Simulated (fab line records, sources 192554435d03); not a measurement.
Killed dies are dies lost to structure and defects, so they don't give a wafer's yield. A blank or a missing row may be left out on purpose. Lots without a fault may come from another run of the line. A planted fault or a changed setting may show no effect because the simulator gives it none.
Chamber matching | flow n5_finfet | N5_GATE_CUT_ALD_22 on ald_sin-04: 4 sister chambers
The step deposits SiNx, target thk 16 nm, pulse time 1 s, ald cycles 320. 8 wafers are shown with their chamber, then 9 later ones without.

WAFERS WITH THEIR CHAMBER
wafer  | chamber | heater_power_w (W) | precursor_pulse_height_rel
L083.5 | 2       | 861                | 0.968
L083.6 | 3       | 803                | 1.007
L085.1 | 0       | 809                | 0.997
L085.3 | 2       | 887                | 0.982
L085.6 | 1       | 771                | 1.006
L087.1 | 3       | 802                | 1.032
L087.4 | 1       | 778                | 0.993
L087.6 | 0       | 813                | 0.972

WAFERS WITHOUT THEIR CHAMBER
wafer  | heater_power_w (W) | precursor_pulse_height_rel
L089.2 | 887                | 0.979
L089.5 | 792                | 1.024
L089.6 | 806                | 1.006
L091.4 | 754                | 1.012
L091.5 | 892                | 0.995
L091.6 | 760                | 1.023
L096.3 | 801                | 1.006
L096.5 | 772                | 1.003
L096.6 | 885                | 1.045

WHICH CHAMBER EACH WENT THROUGH
wafer  | from the rows above          | in truth
L089.2 | 2                            | 2
L089.5 | can't be placed: 3 or 1      | 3
L089.6 | can't be placed: 3 or 0      | 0
L091.4 | 1                            | 1
L091.5 | 2                            | 2
L091.6 | 1                            | 1
L096.3 | can't be placed: 3 or 0 or 1 | 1
L096.5 | 1                            | 1
L096.6 | 2                            | 2
Placed correctly: 6 of 9. Can't be placed from these rows: 3 (the true chamber is among the candidates in 3). Placed wrongly: 0.
How it was worked out, from the rows above alone: a wafer's distance from a chamber is the root of the sum, over the readings, of the square of ((its reading less the chamber's mean) divided by the reading's scatter). The wafer belongs to the nearest chamber; if the next one is less than 2 further off, it can't be placed. A chamber's mean is the mean of its shown wafers. The scatter: the root of (the sum of the squares of (reading less its chamber's mean) over the shown wafers, divided by (wafers less chambers)).
